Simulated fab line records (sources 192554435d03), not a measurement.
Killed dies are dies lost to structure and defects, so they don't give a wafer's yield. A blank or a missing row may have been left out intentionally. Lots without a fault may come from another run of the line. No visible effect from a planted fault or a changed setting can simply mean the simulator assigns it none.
Which tool did it? | flow n5 finfet | 23 lots, 69 wafers sampled, at 1 step of a route of 1938

== WHAT EACH GAUGE READ, for each wafer ==
N5_HKMG_FIN_CD_MEAS_12 targets a cd of 92.8 nm. Usual: 93.0 nm for cd nm, sd 0.95.
lot  | measured    | on        | cd nm (nm)     | flag
L074 | day 4 01:01 | cd sem-01 | 95.2 93.7 93.1 |
L075 | day 4 11:33 | cd sem-03 | 94.5 94.0 93.5 |
L076 | day 4 18:03 | cd sem-01 | 94.7 94.0 93.5 |
L077 | day 4 23:19 | cd sem-03 | 92.8 91.9 92.4 |
L079 | day 5 09:41 | cd sem-01 | 92.4 92.6 91.5 |
L080 | day 5 14:56 | cd sem-02 | 92.4 92.3 91.2 |
L081 | day 5 23:16 | cd sem-02 | 91.3 93.0 91.8 |
L082 | day 6 03:55 | cd sem-01 | 91.9 94.1 91.9 |
L083 | day 6 10:34 | cd sem-03 | 93.3 93.5 91.7 |
L084 | day 6 15:19 | cd sem-03 | 92.8 92.5 92.3 |
L085 | day 6 23:28 | cd sem-03 | 94.1 92.4 93.9 |
L086 | day 7 06:35 | cd sem-03 | 92.5 93.1 94.4 |
L087 | day 7 09:16 | cd sem-02 | 92.8 93.3 92.4 |
L088 | day 7 16:07 | cd sem-02 | 92.3 93.2 94.5 |
L089 | day 7 21:03 | cd sem-02 | 93.4 94.5 94.3 |
L090 | day 8 02:06 | cd sem-01 | 92.6 91.7 92.8 |
L091 | day 8 08:46 | cd sem-02 | 92.5 93.2 93.7 |
L092 | day 8 13:31 | cd sem-02 | 92.7 94.1 94.6 |
L093 | day 9 00:43 | cd sem-01 | 92.7 91.7 93.3 |
L094 | day 9 04:13 | cd sem-03 | 92.9 92.5 92.8 |
L095 | day 9 09:58 | cd sem-03 | 92.9 94.1 93.2 |
L096 | day 9 17:35 | cd sem-02 | 92.8 93.6 92.5 |
L097 | day 9 19:59 | cd sem-01 | 93.8 94.2 92.2 |

== EACH LOT AND THE TOOL THAT RAN IT (in order: tool; ch and the chambers of the sampled wafers; start) ==
The record holds no process step before these readings.

== WHAT THE TOOLS THEMSELVES READ (means of the sampled wafers that have a number; where no wafer has one, the mark that the record gives instead) ==
The record holds no such reading with a usual standard deviation.

== THE ANSWER, worked out from the rows above alone ==
Rule: lot off if the mean of its wafers having a number is beyond 3 standard deviations from the usual mean. Also off: a lot with no number at a reading for which 4 or more lots have one. Any other lot the step has rows for is counted as sound. Order of review: gauges by route order, followed by the tools' own readings, for which a lot's mean as printed above is used. The first step at which some lot is off is used, and at that step the reading that is off furthest; a lot without a number counts as furthest.
Nothing can be told from this: no lot is off at any reading shown.

== WHAT HAD BEEN PUT IN BY THE SIMULATOR ==
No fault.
